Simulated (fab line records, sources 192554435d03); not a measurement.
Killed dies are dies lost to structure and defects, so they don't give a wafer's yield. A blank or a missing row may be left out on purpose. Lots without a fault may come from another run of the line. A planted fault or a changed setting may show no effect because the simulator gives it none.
Chamber matching | flow n5_finfet | N5_BEOL_M4_VIA_ETCH_34 on rie_diel-04: 4 sister chambers
The step etches the open film in C4F6/O2, target depth 69.4 nm, time 65.9 s. 18 wafers are shown with their chamber, then 9 later ones without.

WAFERS WITH THEIR CHAMBER
wafer  | chamber | throttle_valve_pct (%) | showerhead_plenum_p_Torr (Torr) | rf_vpp_V (V)
L077.3 | 1       | 30.96                  | 2.94                            | 658
L077.4 | 2       | 30.61                  | 2.78                            | 675
L077.6 | 0       | 31.00                  | 2.71                            | 658
L076.3 | 3       | 30.50                  | 2.70                            | 682
L076.4 | 2       | 30.61                  | 2.78                            | 676
L076.6 | 2       | 30.61                  | 2.78                            | 674
L080.1 | 2       | 30.61                  | 2.77                            | 675
L080.4 | 1       | 30.96                  | 2.94                            | 659
L080.6 | 1       | 30.98                  | 2.94                            | 660
L085.2 | 3       | 30.51                  | 2.69                            | 682
L085.4 | 1       | 30.98                  | 2.94                            | 660
L085.6 | 1       | 30.97                  | 2.94                            | 658
L086.1 | 2       | 30.63                  | 2.77                            | 674
L086.2 | 1       | 30.99                  | 2.93                            | 658
L086.4 | 3       | 30.51                  | 2.69                            | 681
L092.2 | 0       | 31.01                  | 2.70                            | 659
L092.5 | 3       | 30.54                  | 2.68                            | 681
L092.6 | 2       | 30.65                  | 2.76                            | 673

SIGNATURES (means of the wafers above)
reading                  | chamber 0 | chamber 1 | chamber 2 | chamber 3 | scatter within a chamber
throttle_valve_pct       | 31.0050   | 30.9733   | 30.6200   | 30.5150   | 0.0148
showerhead_plenum_p_Torr | 2.7050    | 2.9383    | 2.7733    | 2.6900    | 0.0069
rf_vpp_V                 | 658.50    | 658.83    | 674.50    | 681.50    | 0.919
Rule: a wafer's distance from a chamber is the root of the sum, over the readings, of the square of ((its reading less the chamber's mean) divided by the reading's scatter). The wafer belongs to the nearest chamber; if the next one is less than 2 further off, it can't be placed. The scatter: the root of (the sum of the squares of (reading less its chamber's mean) over the shown wafers, divided by (wafers less chambers)).

WAFERS WITHOUT THEIR CHAMBER
wafer  | throttle_valve_pct (%) | showerhead_plenum_p_Torr (Torr) | rf_vpp_V (V)
L095.2 | 31.01                  | 2.93                            | 661
L095.4 | 30.55                  | 2.68                            | 681
L095.5 | 30.55                  | 2.68                            | 680
L096.1 | 30.65                  | 2.76                            | 674
L096.2 | 30.55                  | 2.68                            | 682
L096.4 | 30.55                  | 2.68                            | 681
L097.4 | 31.05                  | 2.69                            | 659
L097.5 | 30.95                  | 2.92                            | 660
L097.6 | 30.65                  | 2.76                            | 675

WHICH CHAMBER EACH WENT THROUGH
wafer  | from the rows above | in truth
L095.2 | 1                   | 1
L095.4 | 3                   | 3
L095.5 | 3                   | 3
L096.1 | 2                   | 2
L096.2 | 3                   | 3
L096.4 | 3                   | 3
L097.4 | 0                   | 0
L097.5 | 1                   | 1
L097.6 | 2                   | 2
Placed correctly: 9 of 9. Can't be placed from these rows: 0. Placed wrongly: 0.
